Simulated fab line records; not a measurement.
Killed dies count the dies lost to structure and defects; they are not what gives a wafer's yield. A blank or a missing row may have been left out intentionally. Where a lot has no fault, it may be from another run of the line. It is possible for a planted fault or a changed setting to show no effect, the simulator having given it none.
Which of the tools did it? | flow n5_finfet | 12 lots, 36 wafers sampled, at 1 step of a route of 1938

## WHAT THE GAUGES READ, wafer by wafer
N5_BEOL_M5_INSPECT_30: inspects for defects (brightfield).
lot  | measured     | on                | raw_defect_count
L076 | day 8 17:31  | defect_inspect-01 | 343 423 427
L077 | day 9 08:08  | defect_inspect-02 | 373 457 357
L079 | day 9 17:02  | defect_inspect-01 | 284 267 329
L081 | day 10 00:25 | defect_inspect-02 | 579 424 411
L083 | day 10 19:47 | defect_inspect-02 | 313 425 354
L084 | day 11 02:08 | defect_inspect-02 | 430 365 387
L089 | day 12 03:23 | defect_inspect-02 | 322 270 251
L088 | day 12 10:23 | defect_inspect-02 | 574 602 618
L091 | day 13 23:34 | defect_inspect-02 | 521 558 466
L094 | day 14 05:29 | defect_inspect-01 | 323 310 298
L096 | day 15 00:46 | defect_inspect-01 | 606 488 473
L097 | day 15 04:19 | defect_inspect-01 | 493 339 327

## WHICH TOOL RAN EACH LOT (tool, then ch and the chambers of the sampled wafers, then the start)
The record holds no process step before these readings.

## THE ANSWER, worked out from the rows above alone
Rule: what is usual is taken from the lots themselves. The widest of any qualifying gaps counts: lots, ordered by their means at a reading, are off when they make up no more than a third of the lots, leave a main group of 4 or more, and stand apart from it by 3 or more times the standard deviation of that group's means. A main group whose means are all the same, to the digits that the tables above print for the reading, isn't used. Also off: a lot with no number at a reading for which 4 or more lots have one. The other lots that the step has rows for count as sound.
No lot is off at any reading shown: from this, nothing can be told.

## WHAT THE SIMULATOR HAD INSERTED
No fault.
